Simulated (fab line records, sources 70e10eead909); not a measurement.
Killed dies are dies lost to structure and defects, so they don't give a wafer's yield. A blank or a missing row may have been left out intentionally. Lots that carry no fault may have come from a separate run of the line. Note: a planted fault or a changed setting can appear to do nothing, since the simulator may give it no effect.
fab line records | flow nand-harc
[record] lots = 7 | wafers = 19 | last-day = 24
route steps=1159 shown A_SOURCE_PLATE@420 A_ONON_D1@424
lots that met no fault: taken from a fault-free run of the same line
start-h: hours from the record's first day to the start of the lot's first wafer shown | wait-h: hours since the lot's step before | " the same as in the row above | L1.1+2: several wafers, shown together as one row | - no value present, or no start provided | * or withheld: withheld | < > ~ a bound
route shown NAME@n: NAME is a module with steps in the file, n the number in the route of the first one | usual: mean and standard deviation over wafers with no fault | same: alike in all rows | chamber/n: place in a boat | sites: the reading at each site | _std_site: the values' standard deviation | _edge_site: inner sites' mean taken away from outer sites' mean | radius-mm: for every site, how far away it sits from the centre of the wafer | mask NAME#n: copy n | behind: tool/chamber where the wafer was last shaped | hold: why the lot was held/for how many hours/how that ended | device: transistor that didn't switch, given as n, p or np | end of line: tests of these same wafers at the route's end | for a step that has no rows: nothing shown but its recipe | killed: count of dies lost to structure and defects at first sort (not the wafer's yield) | map: the dies of a wafer, with x for killed, . for not killed, _ for no die there
set.NAME: setting as actually run; set.NAME@STEP: the setting as run at that earlier step | model.NAME: the simulator's own value behind a step, which no gauge read
a table for each step, a row for each wafer; lots at some steps of the route
services: from which hour (start-h, from the record's first day; less than 0 if before it) a tool's chamber was out of use, for how many hours, and why
[[steps]]
[step NHARC_A_SOURCE_PLATE_THK_MEAS_06]
[recipe] thk-meas-gauge = ellipsometry
[usual] thk-nm = 200.2/1.8
lot.wafer | tool          | chamber | start-h | wait-h | thk-nm
L440.1    | film-metro-01 | -       | 171.60  | 0.4    | 201.6
L440.3    | "             | -       | "       | "      | 204.4
L440.6    | "             | -       | "       | "      | 202.8
L446.1    | film-metro-02 | -       | 215.37  | 0.4    | 200.4
L446.2    | "             | -       | "       | "      | 199.4
L448.2    | film-metro-02 | -       | 224.95  | 0.4    | 200.0
L448.4    | "             | -       | "       | "      | 199.7
L448.5    | "             | -       | "       | "      | 200.0
L450.1    | film-metro-02 | -       | 233.69  | 0.4    | 202.9
L450.3    | "             | -       | "       | "      | 199.9
L457.3    | film-metro-01 | -       | 264.33  | 0.4    | 198.1
L457.4    | "             | -       | "       | "      | 199.5
L457.5    | "             | -       | "       | "      | 199.4
L460.1    | film-metro-02 | -       | 284.47  | 0.4    | 199.5
L460.3    | "             | -       | "       | "      | 198.8
L460.5    | "             | -       | "       | "      | 199.2
L461.3    | film-metro-01 | -       | 288.38  | 0.4    | 196.5
L461.5    | "             | -       | "       | "      | 199.1
L461.6    | "             | -       | "       | "      | 199.0
[step NHARC_A_SOURCE_PLATE_INSPECT_08]
[usual] raw-defect-count = 66/30
lot.wafer | tool              | chamber | start-h | wait-h | raw-defect-count
L440.1    | defect-inspect-02 | -       | 171.66  | 0.0    | 55
L440.3    | "                 | -       | "       | "      | 63
L440.6    | "                 | -       | "       | "      | 66
L446.1    | defect-inspect-02 | -       | 215.47  | 0.0    | 40
L446.2    | "                 | -       | "       | "      | 56
L448.2    | defect-inspect-02 | -       | 225.02  | 0.0    | 47
L448.4    | "                 | -       | "       | "      | 96
L448.5    | "                 | -       | "       | "      | 72
L450.1    | defect-inspect-02 | -       | 233.78  | 0.0    | 68
L450.3    | "                 | -       | "       | "      | 48
L457.3    | defect-inspect-01 | -       | 264.40  | 0.0    | 29
L457.4    | "                 | -       | "       | "      | 53
L457.5    | "                 | -       | "       | "      | 33
L460.1    | defect-inspect-02 | -       | 284.56  | 0.0    | 43
L460.3    | "                 | -       | "       | "      | 51
L460.5    | "                 | -       | "       | "      | 56
L461.3    | defect-inspect-02 | -       | 288.46  | 0.0    | 62
L461.5    | "                 | -       | "       | "      | 96
L461.6    | "                 | -       | "       | "      | 39
[step NHARC_A_ONON_D1_DEP_00]
[recipe] target-thk-a = 10000 | n2-flow-sccm = 2750 | n2o-flow-sccm = 2000 | nh3-flow-sccm = 500 | sih4-flow-sccm = 210 | temp-c = 400
[step NHARC_A_ONON_D1_THK_MEAS_02]
[recipe] thk-meas-gauge = ellipsometry
[usual] thk-nm = 998/9.8
lot.wafer | tool          | chamber | start-h | wait-h | thk-nm
L440.1    | film-metro-01 | -       | 172.24  | -      | 982
L440.3    | "             | -       | "       | "      | 984
L440.6    | "             | -       | "       | "      | 983
L446.1    | film-metro-01 | -       | 216.04  | -      | 1006
L446.2    | "             | -       | "       | "      | 1005
L448.2    | film-metro-02 | -       | 225.59  | -      | 997
L448.4    | "             | -       | "       | "      | 995
L448.5    | "             | -       | "       | "      | 997
L450.1    | film-metro-02 | -       | 234.36  | -      | 994
L450.3    | "             | -       | "       | "      | 993
L457.3    | film-metro-01 | -       | 264.98  | -      | 996
L457.4    | "             | -       | "       | "      | 996
L457.5    | "             | -       | "       | "      | 996
L460.1    | film-metro-01 | -       | 285.14  | -      | 995
L460.3    | "             | -       | "       | "      | 995
L460.5    | "             | -       | "       | "      | 996
L461.3    | film-metro-02 | -       | 289.04  | -      | 1004
L461.5    | "             | -       | "       | "      | 1002
L461.6    | "             | -       | "       | "      | 1006
[step NHARC_A_ONON_D1_DEP_03]
[recipe] target-thk-a = 10000 | n2-flow-sccm = 2750 | n2o-flow-sccm = 2000 | nh3-flow-sccm = 500 | sih4-flow-sccm = 210 | temp-c = 400
[step NHARC_A_ONON_D1_THK_MEAS_05]
[recipe] thk-meas-gauge = ellipsometry
[usual] thk-nm = 1000/11
lot.wafer | tool          | chamber | start-h | wait-h | thk-nm
L440.1    | film-metro-02 | -       | 172.80  | -      | 1003
L440.3    | "             | -       | "       | "      | 1002
L440.6    | "             | -       | "       | "      | 1004
L446.1    | film-metro-01 | -       | 216.63  | -      | 994
L446.2    | "             | -       | "       | "      | 993
L448.2    | film-metro-02 | -       | 226.16  | -      | 998
L448.4    | "             | -       | "       | "      | 998
L448.5    | "             | -       | "       | "      | 998
L450.1    | film-metro-01 | -       | 234.93  | -      | 1008
L450.3    | "             | -       | "       | "      | 1009
L457.3    | film-metro-01 | -       | 265.54  | -      | 1003
L457.4    | "             | -       | "       | "      | 1004
L457.5    | "             | -       | "       | "      | 1003
L460.1    | film-metro-02 | -       | 285.70  | -      | 1006
L460.3    | "             | -       | "       | "      | 1008
L460.5    | "             | -       | "       | "      | 1008
L461.3    | film-metro-02 | -       | 289.61  | -      | 985
L461.5    | "             | -       | "       | "      | 987
L461.6    | "             | -       | "       | "      | 986
[step NHARC_A_ONON_D1_DEP_06]
[recipe] target-thk-a = 10000 | n2-flow-sccm = 2750 | n2o-flow-sccm = 2000 | nh3-flow-sccm = 500 | sih4-flow-sccm = 210 | temp-c = 400
[step NHARC_A_ONON_D1_THK_MEAS_08]
[recipe] thk-meas-gauge = ellipsometry
[usual] thk-nm = 1001/8.5
lot.wafer | tool          | chamber | start-h | wait-h | thk-nm
L440.1    | film-metro-02 | -       | 173.37  | -      | 991
L440.3    | "             | -       | "       | "      | 990
L440.6    | "             | -       | "       | "      | 992
L446.1    | film-metro-01 | -       | 217.22  | -      | 1007
L446.2    | "             | -       | "       | "      | 1007
L448.2    | film-metro-02 | -       | 226.72  | -      | 999
L448.4    | "             | -       | "       | "      | 999
L448.5    | "             | -       | "       | "      | 1000
L450.1    | film-metro-01 | -       | 235.49  | -      | 991
L450.3    | "             | -       | "       | "      | 987
L457.3    | film-metro-02 | -       | 266.12  | -      | 992
L457.4    | "             | -       | "       | "      | 995
L457.5    | "             | -       | "       | "      | 994
L460.1    | film-metro-02 | -       | 286.26  | -      | 998
L460.3    | "             | -       | "       | "      | 999
L460.5    | "             | -       | "       | "      | 999
L461.3    | film-metro-02 | -       | 290.19  | -      | 996
L461.5    | "             | -       | "       | "      | 997
L461.6    | "             | -       | "       | "      | 996
[step NHARC_A_ONON_D1_DEP_09]
[recipe] target-thk-a = 10000 | n2-flow-sccm = 2750 | n2o-flow-sccm = 2000 | nh3-flow-sccm = 500 | sih4-flow-sccm = 210 | temp-c = 400
[step NHARC_A_ONON_D1_THK_MEAS_11]
[recipe] thk-meas-gauge = ellipsometry
[usual] thk-nm = 1000/9.4
lot.wafer | tool          | chamber | start-h | wait-h | thk-nm
L440.1    | film-metro-01 | -       | 173.94  | -      | 1001
L440.3    | "             | -       | "       | "      | 1001
L440.6    | "             | -       | "       | "      | 1000
L446.1    | film-metro-01 | -       | 217.81  | -      | 1003
L446.2    | "             | -       | "       | "      | 1003
L448.2    | film-metro-01 | -       | 227.28  | -      | 995
L448.4    | "             | -       | "       | "      | 994
L448.5    | "             | -       | "       | "      | 995
L450.1    | film-metro-01 | -       | 236.06  | -      | 995
L450.3    | "             | -       | "       | "      | 998
L457.3    | film-metro-02 | -       | 266.68  | -      | 1012
L457.4    | "             | -       | "       | "      | 1013
L457.5    | "             | -       | "       | "      | 1011
L460.1    | film-metro-01 | -       | 286.82  | -      | 998
L460.3    | "             | -       | "       | "      | 998
L460.5    | "             | -       | "       | "      | 999
L461.3    | film-metro-02 | -       | 290.75  | -      | 1011
L461.5    | "             | -       | "       | "      | 1009
L461.6    | "             | -       | "       | "      | 1009
[step NHARC_A_ONON_D1_DEP_12]
[recipe] target-thk-a = 10000 | n2-flow-sccm = 2750 | n2o-flow-sccm = 2000 | nh3-flow-sccm = 500 | sih4-flow-sccm = 210 | temp-c = 400
[usual] sih4-flow-sccm = 210.0/0.59
lot.wafer | tool          | chamber | start-h | wait-h | sih4-flow-sccm
L440.1    | pecvd-onon-01 | 0       | 173.99  | 0.1    | 208.6
L440.3    | "             | 0       | "       | "      | 209.8
L440.6    | "             | 0       | "       | "      | 209.5
L446.1    | pecvd-onon-03 | 0       | 217.87  | 0.1    | 209.9
L446.2    | "             | 0       | "       | "      | 210.0
L448.2    | pecvd-onon-03 | 0       | 227.40  | 0.1    | 210.2
L448.4    | "             | 0       | "       | "      | 210.8
L448.5    | "             | 0       | "       | "      | 210.4
L450.1    | pecvd-onon-03 | 0       | 236.12  | 0.1    | 210.4
L450.3    | "             | 0       | "       | "      | 209.6
L457.3    | pecvd-onon-04 | 0       | 266.85  | 0.2    | 210.5
L457.4    | "             | 0       | "       | "      | 210.3
L457.5    | "             | 0       | "       | "      | 210.2
L460.1    | pecvd-onon-03 | 0       | 286.88  | 0.1    | 210.1
L460.3    | "             | 0       | "       | "      | 209.9
L460.5    | "             | 0       | "       | "      | 210.0
L461.3    | pecvd-onon-03 | 0       | 290.92  | 0.2    | 210.0
L461.5    | "             | 0       | "       | "      | 209.8
L461.6    | "             | 0       | "       | "      | 210.1
[step NHARC_A_ONON_D1_THK_MEAS_14]
[recipe] thk-meas-gauge = ellipsometry
[usual] thk-nm = 1000/8.8
lot.wafer | tool          | chamber | start-h | wait-h | thk-nm
L440.1    | film-metro-01 | -       | 174.51  | -      | 986
L440.3    | "             | -       | "       | "      | 986
L440.6    | "             | -       | "       | "      | 986
L446.1    | film-metro-02 | -       | 218.38  | -      | 672
L446.2    | "             | -       | "       | "      | 671
L448.2    | film-metro-01 | -       | 227.85  | -      | 666
L448.4    | "             | -       | "       | "      | 1006
L448.5    | "             | -       | "       | "      | 1009
L450.1    | film-metro-01 | -       | 236.63  | -      | 657
L450.3    | "             | -       | "       | "      | 996
L457.3    | film-metro-02 | -       | 267.25  | -      | 1007
L457.4    | "             | -       | "       | "      | 1007
L457.5    | "             | -       | "       | "      | 1008
L460.1    | film-metro-01 | -       | 287.39  | -      | 1015
L460.3    | "             | -       | "       | "      | 1013
L460.5    | "             | -       | "       | "      | 1013
L461.3    | film-metro-02 | -       | 291.32  | -      | 992
L461.5    | "             | -       | "       | "      | 994
L461.6    | "             | -       | "       | "      | 994
[step NHARC_A_ONON_D1_ANNEAL_15]
[recipe] temp-c = 750 | time-s = 3600
[[services]]
tool          | chamber | start-h | hours | kind
pecvd-onon-03 | -       | 153.00  | 13.0  | pm
pecvd-onon-01 | -       | 195.00  | 13.0  | pm
pecvd-onon-04 | -       | 237.16  | 13.0  | pm
[[key]]
[first-sign] step = NHARC_A_ONON_D1_THK_MEAS_14 | reading = thk-nm | direction = down | sigmas = 38 | usual = 1000 | struck = 667
effect none on later readings
met-at NHARC_A_ONON_D1_DEP_12
struck-wafers L446.1,L446.2,L448.2,L450.1
later-rows-left-out L446.1,L446.2,L448.2,L450.1
sort-left-out L446.1,L446.2,L448.2,L450.1
tester-left-out L446,L448,L450
[fault] kind = process-parameter-drift | tool = pecvd-onon-03 | chamber = - | onset-h = 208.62 | steps = NHARC_A_ONON_D1_DEP_12 | channel = target-thk-a | offset = * | shape = step | end-h = 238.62 | scope = struck-wafers-only | acts-in = * | stated = *
// tester-left-out: of these lots the tester's yield and bins aren't shown, on N5 and GAA mostly nor the transistor test; their killed dies are dies lost to structure and defects alone, not to doping, threshold or leakage, so they don't give the yield
// sort-left-out: the simulated sort isn't trusted on such a fault, so these wafers' sort isn't shown, and their yield isn't known
// later-rows-left-out: the simulator's readings of these wafers behind a module that went badly wrong aren't trusted and aren't shown, but for the sort
